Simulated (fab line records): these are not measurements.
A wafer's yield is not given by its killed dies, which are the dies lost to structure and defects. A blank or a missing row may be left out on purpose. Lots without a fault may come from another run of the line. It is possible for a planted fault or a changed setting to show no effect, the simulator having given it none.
Chamber matching + flow nand_harc + NHARC_A_CHANNEL_FILL_D1_ALD_02 on ald_hk-04: 4 sister chambers
The step deposits SiO2, target thk 6 nm, pulse time 10 s, ald cycles 60. 8 wafers are shown with their chamber, then 7 later ones without.

WAFERS PAIRED WITH THEIR CHAMBERS
| wafer  | chamber | heater_power_w (W) | precursor_pulse_height_rel |
|--------|---------|--------------------|----------------------------|
| L312.6 | 0       | 450                | 0.996                      |
| L316.2 | 0       | 439                | 0.993                      |
| L316.5 | 2       | 498                | 0.976                      |
| L316.6 | 3       | 518                | 0.992                      |
| L317.4 | 1       | 497                | 1.027                      |
| L317.5 | 2       | 490                | 1.018                      |
| L317.6 | 3       | 544                | 0.977                      |
| L318.2 | 1       | 502                | 1.005                      |

WAFERS MISSING THEIR CHAMBER
| wafer  | heater_power_w (W) | precursor_pulse_height_rel |
|--------|--------------------|----------------------------|
| L318.3 | 434                | 1.035                      |
| L329.1 | 499                | 1.001                      |
| L329.3 | 532                | 0.993                      |
| L329.4 | 439                | 1.027                      |
| L328.1 | 490                | 1.003                      |
| L328.2 | 545                | 0.972                      |
| L328.5 | 494                | 1.036                      |

CHAMBER TAKEN BY EACH
| wafer  | from the rows above     | in truth |
|--------|-------------------------|----------|
| L318.3 | 0                       | 0        |
| L329.1 | can't be placed: 2 or 1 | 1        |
| L329.3 | 3                       | 3        |
| L329.4 | 0                       | 0        |
| L328.1 | can't be placed: 2 or 1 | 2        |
| L328.2 | 3                       | 3        |
| L328.5 | can't be placed: 1 or 2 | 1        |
Correctly placed: 4 of 7. Can't be placed from these rows: 3 (the true chamber is among the candidates in 3). 0 placed wrongly.
How it was worked out, from the rows above alone: a wafer's distance from a chamber is the root of the sum, over the readings, of the square of ((its reading less the chamber's mean) divided by the reading's scatter). If the next closest chamber is less than 2 further off than the closest, the wafer can't be placed; otherwise it belongs to the closest. For every chamber, the mean is computed from those of its wafers that are shown. How the scatter is found: for the shown wafers, subtract from each reading the mean of its chamber, square and add these, divide the total by (wafers less chambers), then take the root.
